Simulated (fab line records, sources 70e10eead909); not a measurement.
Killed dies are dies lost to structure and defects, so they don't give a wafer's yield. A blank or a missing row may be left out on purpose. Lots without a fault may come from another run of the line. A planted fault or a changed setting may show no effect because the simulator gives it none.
Chamber matching | flow nand_harc | NHARC_A_CHANNEL_FILL_D2_ALD_25 on ald_hk-01: 4 sister chambers
The step deposits SiOx, target thk 60 nm, pulse time 10 s, ald cycles 600. 4 wafers are shown with their chamber, then 8 later ones without.

WAFERS WITH THEIR CHAMBER
wafer  | chamber | heater_power_w (W)
L975.2 | 2       | 474
L976.2 | 0       | 449
L976.5 | 1       | 464
L977.2 | 3       | 528

WAFERS WITHOUT THEIR CHAMBER
wafer  | heater_power_w (W)
L977.5 | 448
L977.6 | 509
L979.4 | 478
L979.3 | 471
L979.5 | 470
L990.2 | 460
L990.4 | 430
L990.5 | 465

WHICH CHAMBER EACH WENT THROUGH
wafer  | from the rows above          | in truth
L977.5 | can't be placed: 0 or 1      | 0
L977.6 | can't be placed: 3 or 2      | 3
L979.4 | can't be placed: 2 or 1      | 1
L979.3 | can't be placed: 2 or 1 or 0 | 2
L979.5 | can't be placed: 2 or 1 or 0 | 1
L990.2 | can't be placed: 1 or 0 or 2 | 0
L990.4 | can't be placed: 0 or 1      | 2
L990.5 | can't be placed: 1 or 2 or 0 | 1
Placed correctly: 0 of 8. Can't be placed from these rows: 8 (the true chamber is among the candidates in 7). Placed wrongly: 0.
How it was worked out, from the rows above alone: a wafer's distance from a chamber is the root of the sum, over the readings, of the square of ((its reading less the chamber's mean) divided by the reading's scatter). The wafer belongs to the nearest chamber; if the next one is less than 2 further off, it can't be placed. A chamber's mean is the mean of its shown wafers. The scatter: with one shown wafer a chamber, the root of the mean of the squares of how far each hidden wafer lies from its nearest shown one.
